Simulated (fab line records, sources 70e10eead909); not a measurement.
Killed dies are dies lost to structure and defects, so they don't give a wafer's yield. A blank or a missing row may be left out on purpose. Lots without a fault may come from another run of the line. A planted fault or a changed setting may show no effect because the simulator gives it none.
Which tool did it? | flow nand_harc | 12 lots, 36 wafers sampled, at 3 steps of a route of 1302

WHAT THE GAUGES READ, wafer by wafer
NHARC_P_M2_THK_MEAS_24: measures by xrf.
lot  | measured     | on            | thk_nm (nm)
L074 | day 7 02:08  | film_metro-01 | 143.5 142.5 143.4
L077 | day 8 06:40  | film_metro-01 | 146.6 141.4 145.7
L079 | day 8 17:29  | film_metro-01 | 146.3 143.9 144.4
L081 | day 9 08:10  | film_metro-01 | 145.2 145.9 145.7
L083 | day 10 07:37 | film_metro-02 | 143.8 144.1 144.6
L085 | day 11 02:29 | film_metro-01 | 143.1 146.2 145.1
L087 | day 12 12:44 | film_metro-01 | 142.0 142.3 146.6
L088 | day 12 15:23 | film_metro-01 | 142.6 143.3 142.4
L091 | day 13 12:59 | film_metro-01 | 143.1 143.5 145.6
L093 | day 14 07:50 | film_metro-02 | 140.5 144.0 140.7
L095 | day 15 07:21 | film_metro-01 | 145.0 147.1 144.7
L097 | day 16 02:51 | film_metro-02 | 143.3 145.3 145.5

WHICH TOOL RAN EACH LOT (tool, then ch and the chambers of the sampled wafers, then the start)
lot  | NHARC_P_M1_ANNEAL_31             | NHARC_P_M1_CMP_23
L074 | rtp_anneal-02 ch 0, day 6 21:19  | cmp-01 ch 1,2, day 6 21:35
L077 | rtp_anneal-02 ch 0, day 7 23:24  | cmp-02 ch 0,2,3, day 7 23:41
L079 | rtp_anneal-01 ch 0, day 8 12:40  | cmp-04 ch 0,1, day 8 13:02
L081 | rtp_anneal-02 ch 0, day 9 03:20  | cmp-04 ch 0,1,2, day 9 03:44
L083 | rtp_anneal-01 ch 0, day 10 02:51 | cmp-01 ch 2,3, day 10 03:09
L085 | rtp_anneal-02 ch 0, day 10 21:45 | cmp-01 ch 0,1,2, day 10 22:03
L087 | rtp_anneal-02 ch 0, day 12 07:49 | cmp-02 ch 1,2,3, day 12 08:10
L088 | rtp_anneal-01 ch 0, day 12 10:41 | cmp-02 ch 0,2,3, day 12 10:56
L091 | rtp_anneal-01 ch 0, day 13 08:07 | cmp-01 ch 0,1,3, day 13 08:31
L093 | rtp_anneal-01 ch 0, day 14 03:01 | cmp-01 ch 1,2, day 14 03:24
L095 | rtp_anneal-02 ch 0, day 15 02:20 | cmp-01 ch 0,1, day 15 02:41
L097 | rtp_anneal-02 ch 0, day 15 22:02 | cmp-04 ch 0,1, day 15 22:23
- NHARC_P_M1_ANNEAL_31: time 90 s.
- NHARC_P_M1_CMP_23: polishes, t overpolish 20 s, target thk 157.82 nm.

THE ANSWER, worked out from the rows above alone
Rule: what is usual is taken from the lots themselves. Put in order of their means at a reading, lots are off if they are a third of the lots or fewer, leave a main group of 4 or more, and stand apart from it by a gap of 3 or more times the standard deviation of the main group's means; of several such gaps the widest counts. A main group whose means are all the same, to the digits that the tables above print for the reading, isn't used. A lot without any number at a reading at which 4 lots or more have one is off too. The other lots that the step has rows for count as sound.
No lot is off at any reading shown: from this, nothing can be told.

WHAT THE SIMULATOR HAD PUT IN
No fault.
